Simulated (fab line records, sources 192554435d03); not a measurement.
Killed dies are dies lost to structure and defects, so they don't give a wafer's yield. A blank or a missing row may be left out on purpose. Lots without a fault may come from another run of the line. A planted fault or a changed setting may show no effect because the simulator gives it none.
Which tool did it? | flow n5_finfet | 10 lots, 30 wafers sampled, at 3 steps of a route of 1938

WHAT THE GAUGES READ, wafer by wafer
N5_BEOL_M4_RC_MEAS_101. Usual: DIBL_N 37.1 mV/V, standard deviation 2.6; DIBL_P 38 mV/V, standard deviation 3; IOFF_N 0.18 nA/um, standard deviation 0.052; IOFF_P 0.25 nA/um, standard deviation 0.06; IOFF_P_LONG 0.000107 nA/um, standard deviation 9e-06; ION_N 678 uA/um, standard deviation 15; ION_P 467 uA/um, standard deviation 8.6; SS_N 71.7 mV/dec, standard deviation 0.73; SS_P 73.7 mV/dec, standard deviation 0.89; VT_N 249 mV, standard deviation 4.3; VT_P -248 mV, standard deviation 3.8; VT_P_LONG -274.2 mV, standard deviation 2.8.
lot  | measured     | on        | DIBL_N (mV/V)  | DIBL_P (mV/V) | IOFF_N (nA/um) | IOFF_P (nA/um) | IOFF_P_LONG (nA/um)        | ION_N (uA/um) | ION_P (uA/um) | SS_N (mV/dec)  | SS_P (mV/dec)  | VT_N (mV)   | VT_P (mV)      | VT_P_LONG (mV)       | flag
L245 | day 10 12:04 | prober-02 | 34.6 40.1 36.5 | 36 42 38      | 0.13 0.26 0.17 | 0.18 0.29 0.22 | 0.000103 0.000109 0.000108 | 657 688 667   | 448 468 459   | 70.1 72.2 72.0 | 72.9 74.8 72.7 | 253 242 249 | -255 -245 -251 | -273.7 -274.8 -273.3 |
L246 | day 11 05:18 | prober-02 | 36.0 36.3 36.3 | 34 36 35      | 0.14 0.17 0.15 | 0.20 0.24 0.24 | 0.000121 0.000115 0.00012  | 676 692 691   | 465 472 474   | 71.2 71.6 71.2 | 72.9 73.4 72.7 | 248 244 249 | -250 -246 -248 | -270.5 -271.6 -270.9 |
L256 | day 13 12:31 | prober-02 | 36.7 35.2 37.4 | 38 37 39      | 0.18 0.16 0.19 | 0.35 0.33 0.36 | 0.000142 0.000145 0.000138 | 675 693 671   | 487 494 479   | 71.2 70.9 71.9 | 73.1 74.1 74.2 | 246 249 248 | -239 -237 -239 | -265.0 -264.5 -265.5 | OFF
L257 | day 14 11:16 | prober-02 | 36.4 32.7 35.0 | 35 31 33      | 0.15 0.10 0.13 | 0.28 0.23 0.24 | 0.000133 0.00014 0.000131  | 684 666 664   | 484 480 472   | 71.6 70.4 71.5 | 73.4 72.8 72.5 | 252 257 257 | -243 -243 -244 | -266.5 -265.6 -267.3 | OFF
L258 | day 14 04:21 | prober-02 | 38.4 38.2 38.4 | 40 39 41      | 0.22 0.21 0.22 | 0.28 0.25 0.30 | 9.3e-05 9.4e-05 8.9e-05    | 711 687 685   | 479 465 471   | 72.2 71.8 72.6 | 73.7 73.8 74.4 | 246 247 246 | -248 -250 -246 | -280.3 -276.3 -278.2 |
L261 | day 14 14:53 | prober-02 | 36.8 37.6 42.1 | 38 39 43      | 0.15 0.18 0.30 | 0.25 0.29 0.40 | 0.000115 0.000119 0.000112 | 675 680 712   | 469 478 482   | 71.2 71.5 72.6 | 73.1 73.6 75.5 | 253 247 241 | -245 -245 -240 | -271.3 -273.9 -270.1 |
L262 | day 15 15:47 | prober-01 | 32.3 36.0 32.8 | 34 38 34      | 0.11 0.17 0.12 | 0.17 0.25 0.18 | 0.000106 9.6e-05 0.000107  | 661 662 671   | 452 461 469   | 70.5 72.2 70.6 | 71.0 74.0 71.9 | 253 247 254 | -252 -248 -252 | -276.3 -273.1 -276.0 |
L263 | day 15 12:39 | prober-01 | 35.4 36.7 35.1 | 38 39 38      | 0.15 0.18 0.15 | 0.20 0.22 0.21 | 8.3e-05 8.7e-05 8.8e-05    | 669 688 669   | 457 465 460   | 71.1 71.8 71.3 | 73.4 73.7 73.4 | 253 246 251 | -252 -252 -251 | -281.3 -282.4 -281.0 |
L264 | day 15 15:13 | prober-02 | 38.0 33.1 35.1 | 38 34 35      | 0.18 0.10 0.13 | 0.25 0.17 0.18 | 0.00011 0.000106 0.000116  | 675 655 666   | 464 458 455   | 72.1 70.9 71.4 | 73.6 73.0 73.5 | 250 258 253 | -248 -255 -253 | -275.6 -273.6 -273.2 |
L267 | day 16 15:21 | prober-02 | 39.7 40.2 38.0 | 42 42 39      | 0.26 0.25 0.22 | 0.32 0.33 0.26 | 0.000109 0.000114 9.5e-05  | 694 682 681   | 474 475 466   | 72.8 72.6 72.4 | 75.2 74.5 74.2 | 241 246 245 | -245 -245 -246 | -275.8 -275.5 -274.2 |

WHICH TOOL RAN EACH LOT (tool, then ch and the chambers of the sampled wafers, then the start)
lot  | N5_PMOS_HMC_CHANNEL_EPI_EPI_20 | N5_BEOL_M4_ANNEAL_93
L245 | epi_rpcvd-03 ch 0, day 2 00:03 | pvd_sputter-02, day 10 10:35
L246 | epi_rpcvd-03 ch 0, day 2 06:17 | pvd_sputter-03, day 11 03:50
L256 | epi_rpcvd-04 ch 0, day 4 18:30 | pvd_sputter-03, day 13 10:45
L257 | epi_rpcvd-04 ch 0, day 5 00:22 | pvd_sputter-03, day 14 09:39
L258 | epi_rpcvd-03 ch 0, day 5 06:16 | pvd_sputter-02, day 14 02:11
L261 | epi_rpcvd-03 ch 0, day 5 23:56 | pvd_sputter-03, day 14 13:26
L262 | epi_rpcvd-03 ch 0, day 6 06:04 | pvd_sputter-01, day 15 13:37
L263 | epi_rpcvd-02 ch 0, day 6 12:18 | pvd_sputter-02, day 15 10:40
L264 | epi_rpcvd-03 ch 0, day 6 22:26 | pvd_sputter-03, day 15 13:26
L267 | epi_rpcvd-04 ch 0, day 7 12:05 | pvd_sputter-02, day 16 13:53
- N5_PMOS_HMC_CHANNEL_EPI_EPI_20: deposits SiGe30, target thk 59 nm.
- N5_BEOL_M4_ANNEAL_93: time 240 s.

WHAT THE TOOLS THEMSELVES READ (means of the sampled wafers that have a number; where no wafer has one, the mark that the record gives instead)
N5_PMOS_HMC_CHANNEL_EPI_EPI_20. Usual: susceptor_temp_C_max 601.7, standard deviation 0.6.
lot  | tool         | susceptor_temp_C_max | flag
L245 | epi_rpcvd-03 | 602.2                |
L246 | epi_rpcvd-03 | 601.7                |
L256 | epi_rpcvd-04 | 601.1                |
L257 | epi_rpcvd-04 | 600.8                |
L258 | epi_rpcvd-03 | 602.0                |
L261 | epi_rpcvd-03 | 602.2                |
L262 | epi_rpcvd-03 | 601.7                |
L263 | epi_rpcvd-02 | 601.5                |
L264 | epi_rpcvd-03 | 602.5                |
L267 | epi_rpcvd-04 | 600.9                |

N5_BEOL_M4_ANNEAL_93. Usual: heater_power_w 827 W, standard deviation 87; susceptor_temp_C_max 401.1, standard deviation 0.47.
lot  | tool           | heater_power_w (W) | susceptor_temp_C_max | flag
L245 | pvd_sputter-02 | 924                | 401.2                |
L246 | pvd_sputter-03 | 777                | 400.9                |
L256 | pvd_sputter-03 | 777                | 400.6                |
L257 | pvd_sputter-03 | 777                | 401.3                |
L258 | pvd_sputter-02 | 848                | 401.4                |
L261 | pvd_sputter-03 | 791                | 401.2                |
L262 | pvd_sputter-01 | 813                | 400.7                |
L263 | pvd_sputter-02 | 838                | 401.4                |
L264 | pvd_sputter-03 | 790                | 401.0                |
L267 | pvd_sputter-02 | 835                | 401.5                |

THE ANSWER, worked out from the rows above alone
Rule: a lot is off if the mean of its wafers that have a number lies more than 3 standard deviations from the usual mean. A lot without any number at a reading at which 4 lots or more have one is off too. The other lots that the step has rows for count as sound. The gauges are gone through in route order, then the tools' own readings, and for those a lot's mean is taken as printed above. The first step at which some lot is off is used, and at that step the reading that is off furthest; a lot without a number counts as furthest.
Off: L256, L257, at N5_BEOL_M4_RC_MEAS_101 (IOFF_P_LONG).
A tool fits if, at a process step before that reading, it ran every lot that is off, and no sound lot after the first of them. The gauges at N5_BEOL_M4_RC_MEAS_101 are tried like those tools. None of those tried fits.

WHAT THE SIMULATOR HAD PUT IN
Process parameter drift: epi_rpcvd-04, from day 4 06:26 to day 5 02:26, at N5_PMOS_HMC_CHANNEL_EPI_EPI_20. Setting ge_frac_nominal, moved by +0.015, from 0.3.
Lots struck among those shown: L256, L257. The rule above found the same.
